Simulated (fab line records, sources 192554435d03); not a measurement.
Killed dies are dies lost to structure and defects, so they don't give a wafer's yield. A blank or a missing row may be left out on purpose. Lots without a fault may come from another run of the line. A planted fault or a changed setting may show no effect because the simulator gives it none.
Chamber matching | flow n5_finfet | N5_BEOL_M3_ETCH_63 on rie_diel-06: 4 sister chambers
The step etches SiARC in CF4, target depth 15.6 nm, time 26 s. 8 wafers are shown with their chamber, then 12 later ones without.

WAFERS WITH THEIR CHAMBER
wafer  | chamber | drypump_motor_current_A (A) | throttle_valve_pct (%)
L084.3 | 2       | 6.2                         | 15.67
L085.1 | 2       | 6.1                         | 15.64
L087.1 | 3       | 5.2                         | 15.54
L087.5 | 1       | 5.4                         | 15.23
L087.6 | 0       | 5.9                         | 15.87
L088.1 | 0       | 5.9                         | 15.86
L088.2 | 3       | 5.2                         | 15.55
L088.5 | 1       | 5.4                         | 15.22

WAFERS WITHOUT THEIR CHAMBER
wafer  | drypump_motor_current_A (A) | throttle_valve_pct (%)
L091.2 | 6.2                         | 15.68
L091.3 | 5.9                         | 15.88
L091.5 | 6.2                         | 15.68
L092.1 | 5.2                         | 15.57
L092.4 | 5.4                         | 15.24
L092.6 | 5.4                         | 15.25
L094.3 | 6.2                         | 15.69
L094.4 | 5.2                         | 15.57
L094.6 | 6.2                         | 15.68
L097.3 | 5.4                         | 15.24
L097.4 | 5.9                         | 15.91
L097.6 | 5.9                         | 15.90

WHICH CHAMBER EACH WENT THROUGH
wafer  | from the rows above | in truth
L091.2 | 2                   | 2
L091.3 | 0                   | 0
L091.5 | 2                   | 2
L092.1 | 3                   | 3
L092.4 | 1                   | 1
L092.6 | 1                   | 1
L094.3 | 2                   | 2
L094.4 | 3                   | 3
L094.6 | 2                   | 2
L097.3 | 1                   | 1
L097.4 | 0                   | 0
L097.6 | 0                   | 0
Placed correctly: 12 of 12. Can't be placed from these rows: 0. Placed wrongly: 0.
How it was worked out, from the rows above alone: a wafer's distance from a chamber is the root of the sum, over the readings, of the square of ((its reading less the chamber's mean) divided by the reading's scatter). The wafer belongs to the nearest chamber; if the next one is less than 2 further off, it can't be placed. A chamber's mean is the mean of its shown wafers. The scatter: the root of (the sum of the squares of (reading less its chamber's mean) over the shown wafers, divided by (wafers less chambers)).
